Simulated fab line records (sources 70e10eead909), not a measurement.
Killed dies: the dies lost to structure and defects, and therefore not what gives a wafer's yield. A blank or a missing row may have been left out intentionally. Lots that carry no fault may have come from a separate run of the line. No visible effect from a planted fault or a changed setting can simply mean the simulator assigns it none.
Which of the tools did it? | flow nand harc | 14 lots, 42 wafers sampled, at 5 steps of a route of 1302

WHAT EACH GAUGE READ, for each wafer
NHARC_A_START_INSPECT_01. Usual: raw defect count 3.6, standard deviation 2.
lot  | measured     | on                | raw defect count | flag
L769 | day 6 14:22  | defect inspect-01 | 4 1 4            |
L770 | day 6 23:02  | defect inspect-02 | 6 2 3            |
L771 | day 7 15:03  | defect inspect-01 | 2 2 4            |
L772 | day 7 21:33  | defect inspect-02 | 0 6 5            |
L774 | day 8 19:21  | defect inspect-01 | 7 1 6            |
L773 | day 8 20:08  | defect inspect-02 | 2 8 3            |
L775 | day 9 14:04  | defect inspect-01 | 5 4 5            |
L776 | day 10 01:14 | defect inspect-01 | 3 3 5            |
L778 | day 10 20:11 | defect inspect-01 | 5 3 3            |
L779 | day 11 03:33 | defect inspect-01 | 1 4 2            |
L780 | day 11 10:55 | defect inspect-01 | 7 4 6            |
L785 | day 13 17:20 | defect inspect-02 | 5 8 3            |
L788 | day 14 12:20 | defect inspect-01 | 3 5 5            |
L789 | day 15 02:01 | defect inspect-02 | 4 4 3            |

NHARC_A_ONON_D1_THK_MEAS_27: measures by ellipsometry. Usual: thk nm 998 nm, standard deviation 8.
lot  | measured     | on            | thk nm (nm)    | flag
L769 | day 8 00:26  | film metro-01 | 1001 1002 1002 |
L770 | day 8 10:11  | film metro-01 | 997 997 994    |
L771 | day 9 04:31  | film metro-02 | 989 990 987    |
L772 | day 9 08:04  | film metro-01 | 991 993 995    |
L774 | day 10 09:56 | film metro-01 | 992 993 992    |
L773 | day 10 09:58 | film metro-02 | 989 990 989    |
L775 | day 11 02:19 | film metro-01 | 1005 1006 1006 |
L776 | day 11 15:52 | film metro-02 | 1009 1008 1010 |
L778 | day 12 09:27 | film metro-01 | 1001 999 998   |
L779 | day 12 14:30 | film metro-02 | 1004 1003 1005 |
L780 | day 12 22:43 | film metro-01 | 999 1000 1000  |
L785 | day 15 05:44 | film metro-02 | 987 963 990    |
L788 | day 15 23:01 | film metro-02 | 999 973 999    |
L789 | day 16 13:29 | film metro-02 | 985 984 984    |

NHARC_A_CHANNEL_HOLE_D1_OVL_MEAS_11. Usual: overlay x nm 0.1 nm, standard deviation 0.77; overlay y nm 0.0 nm, standard deviation 1.
lot  | measured     | on         | overlay x nm (nm) | overlay y nm (nm) | flag
L769 | day 8 04:24  | overlay-02 | 0.4 0.8 0.3       | -0.5 -1.2 -1.4    |
L770 | day 8 14:55  | overlay-01 | 0.2 -0.2 0.3      | -1.2 -0.5 -0.7    |
L771 | day 9 09:16  | overlay-02 | 0.1 -0.3 0.4      | -0.3 0.2 -0.2     |
L772 | day 9 12:59  | overlay-02 | -1.5 -2.1 -1.6    | 1.2 1.5 0.6       |
L774 | day 10 15:18 | overlay-01 | 0.2 0.8 0.4       | 0.7 0.5 0.8       |
L773 | day 10 16:38 | overlay-01 | 0.5 0.8 0.3       | -0.1 -0.3 -1.4    |
L775 | day 11 06:23 | overlay-01 | -0.9 -1.5 -1.8    | -0.1 0.0 0.3      |
L776 | day 12 00:18 | overlay-02 | 0.6 0.2 0.2       | 0.3 0.5 0.8       |
L778 | day 12 13:16 | overlay-01 | -0.7 0.3 -0.1     | -0.8 -0.7 -1.3    |
L779 | day 12 18:51 | overlay-02 | 1.5 1.6 0.9       | 0.4 -0.1 0.9      |
L780 | day 13 02:29 | overlay-01 | 0.0 0.5 0.0       | 0.7 0.2 -0.2      |
L785 | day 15 09:49 | overlay-01 | 0.1 -0.1 -0.3     | 1.3 1.4 0.8       |
L788 | day 16 07:19 | overlay-01 | 0.2 -0.5 0.4      | -0.1 -0.2 -0.1    |
L789 | day 16 18:33 | overlay-01 | 0.7 0.6 0.3       | 1.1 1.3 0.9       |

NHARC_A_CHANNEL_HOLE_D1_INSPECT_12. Usual: raw defect count 5.2, standard deviation 2.6.
lot  | measured     | on                | raw defect count | flag
L769 | day 8 04:26  | defect inspect-01 | 4 4 8            |
L770 | day 8 14:58  | defect inspect-01 | 7 5 12           |
L771 | day 9 09:19  | defect inspect-01 | 10 3 6           |
L772 | day 9 13:01  | defect inspect-02 | 7 10 5           |
L774 | day 10 15:20 | defect inspect-01 | 4 5 6            |
L773 | day 10 16:40 | defect inspect-02 | 7 6 8            |
L775 | day 11 06:25 | defect inspect-02 | 4 6 3            |
L776 | day 12 00:20 | defect inspect-02 | 3 6 6            |
L778 | day 12 13:19 | defect inspect-01 | 3 7 5            |
L779 | day 12 18:53 | defect inspect-01 | 7 2 3            |
L780 | day 13 02:31 | defect inspect-02 | 5 9 7            |
L785 | day 15 09:51 | defect inspect-01 | 5 6 6            |
L788 | day 16 07:21 | defect inspect-02 | 7 4 2            |
L789 | day 16 18:35 | defect inspect-02 | 4 8 6            |

TOOL THAT RAN EACH LOT (tool first, then ch and the chambers of the sampled wafers, then the start)
lot  | NHARC_A_ONON_D1_DEP_25
L769 | pecvd onon-01 ch 0, day 7 23:59
L770 | pecvd onon-01 ch 0, day 8 09:47
L771 | pecvd onon-03 ch 0, day 9 04:01
L772 | pecvd onon-01 ch 0, day 9 07:34
L774 | pecvd onon-02 ch 0, day 10 09:26
L773 | pecvd onon-01 ch 0, day 10 09:27
L775 | pecvd onon-03 ch 0, day 11 01:48
L776 | pecvd onon-01 ch 0, day 11 15:21
L778 | pecvd onon-03 ch 0, day 12 08:59
L779 | pecvd onon-03 ch 0, day 12 13:59
L780 | pecvd onon-01 ch 0, day 12 22:19
L785 | pecvd onon-01 ch 0, day 15 05:13
L788 | pecvd onon-01 ch 0, day 15 22:34
L789 | pecvd onon-03 ch 0, day 16 12:58
- NHARC_A_ONON_D1_DEP_25: target thk 1000 nm.

AS READ BY THE TOOLS THEMSELVES (means over the sampled wafers that have a number; for cases with no such wafer, the mark the record gives instead)
The record holds no such reading with a usual standard deviation.

THE ANSWER, worked out from the rows above alone
Rule: a lot counts as off when the mean over its wafers that have a number is more than 3 standard deviations away from the usual mean. Also off: a lot with no number at a reading for which 4 or more lots have one. Where the step has rows for the other lots, those lots are counted as sound. First the gauges in route order, then the tools' own readings, where a lot's mean is used as printed above. The first step at which some lot is off is used, and at that step the reading that is off furthest; a lot without a number counts as furthest.
No lot is off on any of the readings shown, so nothing can be concluded from this.

WHAT THE SIMULATOR PUT IN
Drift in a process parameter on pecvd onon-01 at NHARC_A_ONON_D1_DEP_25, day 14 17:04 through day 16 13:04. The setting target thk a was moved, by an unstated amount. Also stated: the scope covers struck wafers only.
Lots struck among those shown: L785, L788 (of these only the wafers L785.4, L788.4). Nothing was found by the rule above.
